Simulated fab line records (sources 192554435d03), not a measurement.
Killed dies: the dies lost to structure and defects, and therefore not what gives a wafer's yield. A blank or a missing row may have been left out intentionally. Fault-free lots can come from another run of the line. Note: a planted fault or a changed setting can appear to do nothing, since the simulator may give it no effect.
fab line records    flow n5Finfet
record: lots: 11  wafers: 33  lastDay: 18
route steps=1938 shown MIM_TOP_LITHO@1848 MIM_BOT_LITHO@1859 PASS1_CAP@1873 PASSIVATION@1936
lots untouched by any fault: they come from a run of this same line in which no faults occurred
startH: the number of hours between the record's first day and the start of the first shown wafer of the lot    waitH: hours since the lot's step before    " as in the row above    L1.1+2: a row that stands for several wafers    - no value present, or no start provided    * or withheld: withheld    < > ~ a bound
route shown NAME@n: a module of which the file shows steps, and the number in the route of the first    usual: mean/standard deviation taken from wafers without a fault    same: alike in all rows    chamber/n: place in a boat    sites: per-site readings    _std_site: the values' standard deviation    _edge_site: inner sites' mean taken away from outer sites' mean    radiusMm: for every site, how far away it sits from the centre of the wafer    mask NAME#n: copy n    behind: the most recent tool/chamber to have shaped the wafer    hold: why the lot was held/for how many hours/how that ended    device: the n, p or np transistor that did not switch    end of line: tests of these same wafers at the route's end    a step given without rows: its recipe and nothing more    killed: the dies lost at the first sort to structure and to defects; this is not the yield of the wafer    map: the dies of a wafer, with x for killed, . for not killed, _ for no die there
set.NAME: the setting as run; set.NAME@STEP: as run at that earlier step    model.NAME: the simulator's own value behind a step, which no gauge read
one table for each step of the route and one row for each wafer, over a sample of lots
services: from which hour (startH, from the record's first day; less than 0 if before it) a tool's chamber was out of use, for how many hours, and why
== steps ==
step: N5_MIM_TOP_LITHO_OVL_MEAS_11
recipe: pointsPerWafer: 44
usual: MIM_TOP_OVL: 3/5.1
same: pointsPerWafer: 44
lot.wafer  tool        chamber  startH  waitH  MIM_TOP_OVL[nm]
L510.1     overlay-01  0        262.29  0.0    -2
L510.3     "           0        "       "      0
L510.4     "           0        "       "      -7
L514.1     overlay-02  0        298.24  0.0    5
L514.2     "           0        "       "      2
L514.3     "           0        "       "      3
L515.2     overlay-01  0        309.99  0.0    -3
L515.4     "           0        "       "      9
L515.5     "           0        "       "      -1
L516.1     overlay-02  0        320.93  0.0    -1
L516.4     "           0        "       "      10
L516.5     "           0        "       "      5
L517.1     overlay-01  0        325.59  0.0    7
L517.2     "           0        "       "      1
L517.6     "           0        "       "      -7
L518.1     overlay-02  0        328.13  0.0    3
L518.3     "           0        "       "      3
L518.4     "           0        "       "      -1
L521.2     overlay-01  0        344.46  0.0    9
L521.4     "           0        "       "      3
L521.6     "           0        "       "      12
L519.3     overlay-01  0        344.62  0.0    6
L519.5     "           0        "       "      6
L519.6     "           0        "       "      2
L530.2     overlay-02  0        393.68  0.0    6
L530.4     "           0        "       "      -7
L530.5     "           0        "       "      7
L532.3     overlay-02  0        414.81  0.0    -1
L532.5     "           0        "       "      1
L532.6     "           0        "       "      6
L533.1     overlay-02  0        417.44  0.0    4
L533.3     "           0        "       "      6
L533.4     "           0        "       "      9
step: N5_MIM_BOT_LITHO_PEB_06
recipe: pebTempC: withheld  pebTimeS: *
usual: chillPlateTempC: *
lot.wafer  tool           chamber  startH  waitH  chillPlateTempC
L510.1     lithoTrack-03  0        263.05  0.1    *
L510.3     "              0        "       "      *
L510.4     "              0        "       "      *
L514.1     lithoTrack-05  0        298.83  0.1    *
L514.2     "              0        "       "      *
L514.3     "              0        "       "      *
L515.2     lithoTrack-05  0        310.59  0.0    *
L515.4     "              0        "       "      *
L515.5     "              0        "       "      *
L516.1     lithoTrack-03  0        321.52  0.1    *
L516.4     "              0        "       "      *
L516.5     "              0        "       "      *
L517.1     lithoTrack-03  0        326.60  0.1    *
L517.2     "              0        "       "      *
L517.6     "              0        "       "      *
L518.1     lithoTrack-03  0        329.16  0.1    *
L518.3     "              0        "       "      *
L518.4     "              0        "       "      *
L519.3     lithoTrack-03  0        345.41  0.0    *
L519.5     "              0        "       "      *
L519.6     "              0        "       "      *
L521.2     lithoTrack-03  0        345.59  0.0    *
L521.4     "              0        "       "      *
L521.6     "              0        "       "      *
L530.2     lithoTrack-05  0        394.34  0.0    *
L530.4     "              0        "       "      *
L530.5     "              0        "       "      *
L532.3     lithoTrack-05  0        415.52  0.0    *
L532.5     "              0        "       "      *
L532.6     "              0        "       "      *
L533.1     lithoTrack-05  0        418.07  0.1    *
L533.3     "              0        "       "      *
L533.4     "              0        "       "      *
step: N5_MIM_BOT_LITHO_CD_MEAS_08
recipe: targetCdNm: 3000  landingEnergyEv: 500  detector: seInlens  polarity: opening
usual: cdNm: 3000.1/2.8
lot.wafer  tool      chamber  startH  waitH  cdNm
L510.1     cdSem-02  0        263.17  -      2998.4
L510.3     "         0        "       "      2994.1
L510.4     "         0        "       "      2999.3
L514.1     cdSem-01  0        298.95  -      3001.4
L514.2     "         0        "       "      2997.7
L514.3     "         0        "       "      2997.6
L515.2     cdSem-02  0        310.71  -      2997.7
L515.4     "         0        "       "      3002.3
L515.5     "         0        "       "      2999.1
L516.1     cdSem-02  0        321.64  -      3001.1
L516.4     "         0        "       "      3002.1
L516.5     "         0        "       "      3001.6
L517.1     cdSem-02  0        326.71  -      2998.3
L517.2     "         0        "       "      2998.4
L517.6     "         0        "       "      2995.7
L518.1     cdSem-02  0        329.28  -      2997.1
L518.3     "         0        "       "      2982.8
L518.4     "         0        "       "      2984.6
L519.3     cdSem-02  0        345.53  -      2979.1
L519.5     "         0        "       "      3001.3
L519.6     "         0        "       "      2983.3
L521.2     cdSem-03  0        345.71  -      3001.1
L521.4     "         0        "       "      2983.8
L521.6     "         0        "       "      2986.4
L530.2     cdSem-03  0        394.46  -      2997.7
L530.4     "         0        "       "      3002.7
L530.5     "         0        "       "      2998.7
L532.3     cdSem-03  0        415.64  -      2997.5
L532.5     "         0        "       "      3001.7
L532.6     "         0        "       "      3002.2
L533.1     cdSem-02  0        418.19  -      3000.4
L533.3     "         0        "       "      3002.2
L533.4     "         0        "       "      2999.9
step: N5_MIM_BOT_LITHO_INSPECT_12
recipe: mode: adi  inspectInstrument: macro
usual: rawDefectCount: 2.2/1.5
lot.wafer  tool              chamber  startH  waitH  rawDefectCount
L510.1     defectInspect-01  -        263.23  0.0    2
L510.3     "                 -        "       "      3
L510.4     "                 -        "       "      4
L514.1     defectInspect-02  -        299.00  0.0    4
L514.2     "                 -        "       "      1
L514.3     "                 -        "       "      3
L515.2     defectInspect-01  -        310.76  0.0    6
L515.4     "                 -        "       "      4
L515.5     "                 -        "       "      2
L516.1     defectInspect-01  -        321.69  0.0    4
L516.4     "                 -        "       "      2
L516.5     "                 -        "       "      1
L517.1     defectInspect-01  -        326.77  0.0    3
L517.2     "                 -        "       "      3
L517.6     "                 -        "       "      0
L518.1     defectInspect-01  -        329.33  0.0    2
L518.3     "                 -        "       "      2
L518.4     "                 -        "       "      5
L519.3     defectInspect-02  -        345.58  0.0    6
L519.5     "                 -        "       "      3
L519.6     "                 -        "       "      5
L521.2     defectInspect-01  -        345.77  0.0    0
L521.4     "                 -        "       "      2
L521.6     "                 -        "       "      6
L530.2     defectInspect-01  -        394.51  0.0    3
L530.4     "                 -        "       "      0
L530.5     "                 -        "       "      1
L532.3     defectInspect-02  -        415.69  0.0    3
L532.5     "                 -        "       "      4
L532.6     "                 -        "       "      3
L533.1     defectInspect-01  -        418.24  0.0    1
L533.3     "                 -        "       "      1
L533.4     "                 -        "       "      1
step: N5_PASSIVATION_PECVD_55
recipe: material: SiO2  targetThkA: 4000  tempC: 400  precursor: SiH4/N2O  pressureTorr: 2.7  rfW: 608  timeS: 22.5
usual: heaterPowerW: 629/98  showerheadPlenumPTorr: 8.14/0.08  throttleValvePct: 51/3
lot.wafer  tool      chamber  startH  waitH  heaterPowerW  showerheadPlenumPTorr  throttleValvePct
L510.1     pecvd-02  0        264.15  0.0    574           8.11                   53
L510.3     "         1        "       "      637           8.08                   57
L510.4     "         2        "       "      631           8.15                   48
L514.1     pecvd-02  1        299.99  0.0    575           8.09                   57
L514.2     "         0        "       "      472           8.14                   54
L514.3     "         2        "       "      643           8.16                   48
L515.2     pecvd-02  2        312.03  0.0    699           8.19                   48
L515.4     "         0        "       "      581           8.13                   54
L515.5     "         2        "       "      715           8.16                   48
L516.1     pecvd-01  0        322.86  0.0    682           8.16                   50
L516.4     "         0        "       "      723           8.15                   50
L516.5     "         2        "       "      704           8.34                   50
L517.1     pecvd-01  0        327.75  0.0    680           8.11                   50
L517.2     "         2        "       "      629           8.30                   50
L517.6     "         1        "       "      779           8.08                   52
L518.1     pecvd-02  2        330.38  0.0    612           8.15                   48
L518.3     "         1        "       "      652           8.10                   57
L518.4     "         2        "       "      665           8.16                   48
L519.3     pecvd-03  0        346.51  0.0    537           8.25                   50
L519.5     "         2        "       "      503           8.07                   47
L519.6     "         1        "       "      672           8.05                   53
L521.2     pecvd-01  2        346.75  0.0    681           8.31                   50
L521.4     "         2        "       "      697           8.31                   50
L521.6     "         1        "       "      848           8.09                   51
L530.2     pecvd-03  2        395.43  0.0    631           8.09                   47
L530.4     "         2        "       "      645           8.07                   47
L530.5     "         1        "       "      660           8.04                   53
L532.3     pecvd-01  1        416.69  0.0    869           8.07                   51
L532.5     "         2        "       "      658           8.30                   50
L532.6     "         1        "       "      888           8.09                   51
L533.1     pecvd-01  1        419.16  0.0    879           8.09                   52
L533.3     "         0        "       "      586           8.15                   50
L533.4     "         1        "       "      895           8.08                   51
step: N5_PASSIVATION_PROBE_49
usual: defectLimitedYield: 91.1/1.4  killed_at_M0_to_M3: 34/9.7  killed_at_M4_up: 13/5.1  killedAtContacts: 14/6.3  killedAtFrontEnd: 40/11  killedAtOther: 3.5/2.7  killedDies: 105/16  killedOpen: 70/12  killedShort: 34/7.8  sort_bin_4_leakage: 0.02/0.13  sort_bin_5_function: 5.2/0.88  sort_bin_6_memory: 3.3/0.7  sort_bin_8_speed: 0.1/0.62  sortNPass: 1074/17  sortYieldPct: 91.0/1.5
same: grossDies: 1180  killedAtBackSide: 0
lot.wafer  tool       chamber  startH  waitH  defectLimitedYield[%]  killed_at_M0_to_M3  killed_at_M4_up  killedAtContacts  killedAtFrontEnd  killedAtOther  killedDies  killedOpen  killedShort  sort_bin_4_leakage[%]  sort_bin_5_function[%]  sort_bin_6_memory[%]  sort_bin_8_speed[%]  sortNPass  sortYieldPct[%]
L514.1     prober-01  -        307.65  0.0    91.7                   42                  16               13                26                1              98          62          34           0                      4.5                     3.4                   0                    1082       91.7
L514.2     prober-01  -        307.70  0.1    92.1                   35                  19               7                 30                2              93          63          30           0                      5.3                     2.3                   0                    1087       92.1
L514.3     prober-01  -        307.75  0.1    90.5                   35                  16               20                39                2              112         75          35           0                      4.4                     4.7                   0                    1068       90.5
L517.1     prober-01  -        335.86  0.0    89.7                   40                  13               11                57                1              122         83          35           0                      6.1                     3.9                   0                    1058       89.7
L517.2     prober-01  -        335.91  0.1    90.7                   36                  10               13                47                4              110         77          32           0                      5.4                     3.8                   0                    1070       90.7
L517.6     prober-01  -        336.11  0.3    88.7                   32                  20               14                66                1              133         87          45           0                      5.5                     5.1                   0                    1047       88.7
L518.1     prober-02  -        339.04  0.0    93.5                   21                  11               4                 41                0              77          48          29           0                      3.7                     2.5                   0                    1103       93.5
L518.3     prober-02  -        339.14  0.1    93.1                   22                  9                4                 42                4              81          48          33           0                      4.1                     2.5                   0                    1099       93.1
L518.4     prober-02  -        339.19  0.2    90.8                   35                  15               15                37                6              108         64          35           0                      5.2                     2.9                   0                    1072       90.8
L519.3     prober-01  -        355.55  0.1    90.4                   26                  10               16                50                11             113         69          39           0                      5.2                     4.1                   0                    1067       90.4
L519.5     prober-01  -        355.65  0.2    89.1                   30                  12               11                68                8              129         81          45           0                      6.4                     3.8                   0.1                  1051       89.1
L519.6     prober-01  -        355.70  0.3    91.1                   22                  18               21                41                3              105         62          39           0                      5.1                     3.2                   0                    1075       91.1
L521.2     prober-02  -        357.47  0.1    91.9                   42                  18               8                 22                6              96          55          39           0                      5.5                     2.5                   0                    1084       91.9
L521.4     prober-02  -        357.57  0.2    92.2                   21                  12               18                37                4              92          68          23           0                      5.0                     2.7                   0                    1088       92.2
L521.6     prober-02  -        357.67  0.3    90.0                   29                  22               22                43                2              118         78          40           0                      6.1                     3.5                   0                    1062       90.0
L530.2     prober-01  -        403.13  0.1    88.7                   40                  16               6                 68                3              133         89          44           0                      6.2                     4.4                   0                    1047       88.7
L530.4     prober-01  -        403.23  0.2    92.5                   24                  16               3                 45                0              88          51          37           0                      4.5                     2.5                   0                    1092       92.5
L530.5     prober-01  -        403.28  0.2    93.1                   23                  14               4                 39                1              81          49          31           0                      3.7                     2.8                   0                    1099       93.1
L532.3     prober-01  -        423.82  0.1    91.2                   25                  15               10                49                5              104         70          34           0                      5.6                     3.1                   0                    1076       91.2
L532.5     prober-01  -        423.92  0.2    88.7                   32                  28               8                 62                3              133         90          43           0                      7.5                     3.6                   0                    1047       88.7
L532.6     prober-01  -        423.97  0.3    87.8                   40                  18               21                63                2              144         107         37           0                      7.5                     4.5                   0                    1036       87.8
killed by level:class
L514.1 BEOL_M0_SAQP:geometricParticle:short=12 BEOL_M3:geometricParticle:open=10 MOL_CONTACT_COAG:geometricParticle:open=9 BEOL_M0_SAQP:geometricParticle:open=9 BEOL_M4:geometricParticle:open=9 FIN_SAQP:geometricParticle:short=4 FIN_SAQP:geometricParticle:open=4 STI_FIN_REVEAL:geometricParticle:open=4
L514.2 STI_FIN_REVEAL:geometricParticle:open=10 BEOL_M4:geometricParticle:open=9 BEOL_M0_SAQP:geometricParticle:short=8 FIN_SAQP:geometricParticle:open=7 MOL_CONTACT_COAG:geometricParticle:open=7 BEOL_M0_SAQP:geometricParticle:open=7 BEOL_M3:geometricParticle:open=6 BEOL_M2:geometricParticle:open=6
L514.3 MOL_CONTACT_COAG:geometricParticle:open=17 STI_FIN_REVEAL:geometricParticle:open=16 BEOL_M0_SAQP:geometricParticle:short=11 BEOL_M4:geometricParticle:open=10 BEOL_M0_SAQP:geometricParticle:open=7 BEOL_M2:geometricParticle:open=5 BEOL_M3:geometricParticle:open=4 GATE_CUT:geometricParticle:short=4
L517.1 STI_FIN_REVEAL:geometricParticle:open=16 BEOL_M0_SAQP:geometricParticle:open=14 MOL_CONTACT_COAG:geometricParticle:open=9 BEOL_M2:geometricParticle:open=8 BEOL_M0_SAQP:geometricParticle:short=7 DUMMY_GATE:geometricParticle:open=6 STI_FIN_REVEAL:geometricParticle:short=5 GATE_CUT:geometricParticle:short=5
L517.2 MOL_CONTACT_COAG:geometricParticle:open=12 BEOL_M0_SAQP:geometricParticle:open=9 STI_FIN_REVEAL:geometricParticle:open=8 BEOL_M0_SAQP:geometricParticle:short=8 BEOL_M5:geometricParticle:open=8 FIN_SAQP:geometricParticle:open=7 DUMMY_GATE:geometricParticle:open=7 BEOL_M3:geometricParticle:open=7
L517.6 STI_FIN_REVEAL:geometricParticle:open=23 MOL_CONTACT_COAG:geometricParticle:open=11 STI_FIN_REVEAL:geometricParticle:short=8 BEOL_M0_SAQP:geometricParticle:short=6 BEOL_M0_SAQP:geometricParticle:open=6 BEOL_M4:geometricParticle:open=6 STARTING-WAFER:geometricParticle:short=6 FIN_SAQP:geometricParticle:open=5
L518.1 STI_FIN_REVEAL:geometricParticle:open=13 FIN_SAQP:geometricParticle:short=8 BEOL_M0_SAQP:geometricParticle:short=6 BEOL_M0_SAQP:geometricParticle:open=5 BEOL_M4:geometricParticle:open=5 FIN_SAQP:geometricParticle:open=4 BEOL_M1:geometricParticle:open=4 STARTING-WAFER:geometricParticle:short=3
L518.3 BEOL_M0_SAQP:geometricParticle:open=8 FIN_SAQP:geometricParticle:open=6 FIN_SAQP:geometricParticle:short=6 STI_FIN_REVEAL:geometricParticle:open=6 ILD0:geometricParticle:open=6 BEOL_M0_SAQP:geometricParticle:short=6 MOL_CONTACT_COAG:geometricParticle:open=4 BEOL_M4:geometricParticle:open=4
L518.4 MOL_CONTACT_COAG:geometricParticle:open=13 BEOL_M0_SAQP:geometricParticle:short=10 BEOL_M0_SAQP:geometricParticle:open=9 HKMG_FIN:areaEtch=9 STI_FIN_REVEAL:geometricParticle:open=6 BEOL_M2:geometricParticle:open=6 FIN_SAQP:geometricParticle:open=4 BEOL_M3:geometricParticle:open=4
L519.3 MOL_CONTACT_COAG:geometricParticle:open=13 STI_FIN_REVEAL:geometricParticle:open=10 FIN_SAQP:geometricParticle:open=8 FIN_SAQP:geometricParticle:short=8 GATE_CUT:geometricParticle:short=7 STI_FIN_REVEAL:geometricParticle:short=6 BEOL_M2:geometricParticle:open=5 BEOL_M3:geometricParticle:open=5
L519.5 FIN_SAQP:geometricParticle:short=13 STI_FIN_REVEAL:geometricParticle:open=11 FIN_SAQP:geometricParticle:open=10 BEOL_M1:geometricParticle:open=9 MOL_CONTACT_COAG:geometricParticle:open=9 GATE_CUT:geometricParticle:short=8 ILD0:geometricParticle:open=7 ILD0:geometricParticle:short=4
L519.6 MOL_CONTACT_COAG:geometricParticle:open=15 FIN_SAQP:geometricParticle:short=9 STI_FIN_REVEAL:geometricParticle:open=8 MOL_CONTACT_COAG:geometricParticle:short=6 FIN_SAQP:geometricParticle:open=5 BEOL_M4:geometricParticle:open=5 BEOL_M0_SAQP:geometricParticle:short=4 STARTING-WAFER:geometricParticle:short=4
L521.2 BEOL_M0_SAQP:geometricParticle:short=7 BEOL_M1:geometricParticle:open=7 BEOL_M1:geometricParticle:short=7 BEOL_M4:geometricParticle:open=7 MOL_CONTACT_COAG:geometricParticle:open=6 BEOL_M2:geometricParticle:open=5 DUMMY_GATE:geometricParticle:open=4 BEOL_M0_SAQP:geometricParticle:open=4
L521.4 MOL_CONTACT_COAG:geometricParticle:open=15 BEOL_M1:geometricParticle:open=10 BEOL_M4:geometricParticle:open=9 STI_FIN_REVEAL:geometricParticle:open=8 DUMMY_GATE:geometricParticle:open=8 ILD0:geometricParticle:short=4 BEOL_M2:geometricParticle:open=4 FIN_SAQP:geometricParticle:open=3
L521.6 MOL_CONTACT_COAG:geometricParticle:open=20 BEOL_M4:geometricParticle:open=12 BEOL_M1:geometricParticle:open=10 BEOL_M0_SAQP:geometricParticle:open=7 FIN_SAQP:geometricParticle:short=6 DUMMY_GATE:geometricParticle:open=6 BEOL_M0_SAQP:geometricParticle:short=6 BEOL_M4:geometricParticle:short=5
L530.2 FIN_SAQP:geometricParticle:short=19 FIN_SAQP:geometricParticle:open=19 BEOL_M2:geometricParticle:open=15 BEOL_M1:geometricParticle:open=14 STI_FIN_REVEAL:geometricParticle:open=8 MOL_CONTACT_COAG:geometricParticle:open=6 GATE_CUT:geometricParticle:short=6 BEOL_M3:geometricParticle:open=4
L530.4 FIN_SAQP:geometricParticle:open=10 FIN_SAQP:geometricParticle:short=7 BEOL_M0_SAQP:geometricParticle:open=6 BEOL_M1:geometricParticle:open=6 STI_FIN_REVEAL:geometricParticle:open=5 GATE_CUT:geometricParticle:short=5 BEOL_M4:geometricParticle:short=5 STARTING-WAFER:geometricParticle:short=5
L530.5 FIN_SAQP:geometricParticle:open=13 FIN_SAQP:geometricParticle:short=9 BEOL_M1:geometricParticle:open=8 BEOL_M4:geometricParticle:short=7 BEOL_M0_SAQP:geometricParticle:open=5 BEOL_M2:geometricParticle:open=5 STI_FIN_REVEAL:geometricParticle:open=4 DUMMY_GATE:geometricParticle:short=3
L532.3 STI_FIN_REVEAL:geometricParticle:open=22 BEOL_M0_SAQP:geometricParticle:open=10 MOL_CONTACT_COAG:geometricParticle:open=9 BEOL_M4:geometricParticle:short=7 STI_FIN_REVEAL:geometricParticle:short=6 BEOL_M0_SAQP:geometricParticle:short=5 FIN_SAQP:geometricParticle:open=4 FIN_SAQP:geometricParticle:short=4
L532.5 STI_FIN_REVEAL:geometricParticle:open=18 FIN_SAQP:geometricParticle:open=12 BEOL_M5:geometricParticle:open=10 GATE_CUT:geometricParticle:short=9 FIN_SAQP:geometricParticle:short=8 MOL_CONTACT_COAG:geometricParticle:open=7 BEOL_M1:geometricParticle:open=6 BEOL_M1:geometricParticle:short=6
L532.6 STI_FIN_REVEAL:geometricParticle:open=30 MOL_CONTACT_COAG:geometricParticle:open=20 BEOL_M0_SAQP:geometricParticle:open=12 FIN_SAQP:geometricParticle:open=10 BEOL_M0_SAQP:geometricParticle:short=8 BEOL_M2:geometricParticle:open=8 STI_FIN_REVEAL:geometricParticle:short=7 BEOL_M4:geometricParticle:open=7
== services ==
tool           chamber  startH  hours  kind
pecvd-01       1        254.45  48.9   repair
pecvd-03       2        264.01  2.1    scheduledDown
pecvd-01       2        264.95  6.6    repair
pecvd-03       -        299.39  28.1   pm
lithoTrack-05  -        309.19  -      consumableReplace:filter
pecvd-03       -        334.70  0.7    repair
pecvd-02       1        353.20  5.5    scheduledDown
pecvd-02       -        361.59  2.8    pm
pecvd-01       0        410.48  2.1    scheduledDown
lithoTrack-05  -        418.62  -      consumableReplace:filter
== key ==
firstSign: step: N5_MIM_BOT_LITHO_CD_MEAS_08  reading: cdNm  direction: down  sigmas: 6.1  usual: 3000.1  struck: 2983.3
effect none on later readings
metAt N5_MIM_BOT_LITHO_PEB_06
struckLots L518,L519,L521
struckWafers L518.3,L518.4,L519.3,L519.6,L521.4,L521.6
notActingAt N5_MIM_TOP_LITHO_OVL_MEAS_11,N5_MIM_BOT_LITHO_INSPECT_12,N5_PASSIVATION_PECVD_55
onsetBetween 326.60 329.16
fault: kind: processParameterDrift  tool: lithoTrack-03  chamber: -  onsetH: 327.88  steps: N5_MIM_BOT_LITHO_PEB_06  channel: pebTimeS  offset: *  shape: step  endH: 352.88  scope: struckWafersOnly  actsIn: *  stated: *
